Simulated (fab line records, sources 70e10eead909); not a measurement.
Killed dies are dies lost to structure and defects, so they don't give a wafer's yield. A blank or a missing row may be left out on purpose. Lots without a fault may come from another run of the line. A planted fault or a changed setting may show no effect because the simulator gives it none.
Chamber matching | flow nand_harc | NHARC_P_GATE_ALD_36 on ald_sin-04: 4 sister chambers
The step deposits SiNx, target thk 20 nm, pulse time 60 s, ald cycles 223. 8 wafers are shown with their chamber, then 9 later ones without.

WAFERS WITH THEIR CHAMBER
wafer  | chamber | heater_power_w (W) | precursor_pulse_height_rel
L074.3 | 0       | 862                | 0.970
L079.5 | 3       | 939                | 0.980
L082.1 | 0       | 842                | 0.991
L084.1 | 1       | 883                | 0.978
L084.6 | 3       | 955                | 0.974
L088.2 | 2       | 966                | 0.985
L088.6 | 1       | 879                | 1.014
L088.5 | 2       | 930                | 0.970

WAFERS WITHOUT THEIR CHAMBER
wafer  | heater_power_w (W) | precursor_pulse_height_rel
L092.1 | 844                | 1.037
L092.2 | 843                | 0.997
L092.5 | 848                | 0.973
L094.3 | 833                | 0.991
L094.1 | 906                | 0.981
L094.5 | 838                | 0.974
L096.1 | 795                | 1.032
L096.3 | 842                | 1.007
L096.5 | 853                | 1.022

WHICH CHAMBER EACH WENT THROUGH
wafer  | from the rows above               | in truth
L092.1 | can't be placed: 1 or 0           | 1
L092.2 | can't be placed: 0 or 1           | 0
L092.5 | 0                                 | 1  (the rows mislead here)
L094.3 | can't be placed: 0 or 1           | 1
L094.1 | can't be placed: 1 or 3 or 2 or 0 | 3
L094.5 | 0                                 | 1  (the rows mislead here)
L096.1 | can't be placed: 0 or 1           | 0
L096.3 | can't be placed: 0 or 1           | 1
L096.5 | can't be placed: 1 or 0           | 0
Placed correctly: 0 of 9. Can't be placed from these rows: 7 (the true chamber is among the candidates in 7). Placed wrongly: 2.
How it was worked out, from the rows above alone: a wafer's distance from a chamber is the root of the sum, over the readings, of the square of ((its reading less the chamber's mean) divided by the reading's scatter). The wafer belongs to the nearest chamber; if the next one is less than 2 further off, it can't be placed. A chamber's mean is the mean of its shown wafers. The scatter: the root of (the sum of the squares of (reading less its chamber's mean) over the shown wafers, divided by (wafers less chambers)).
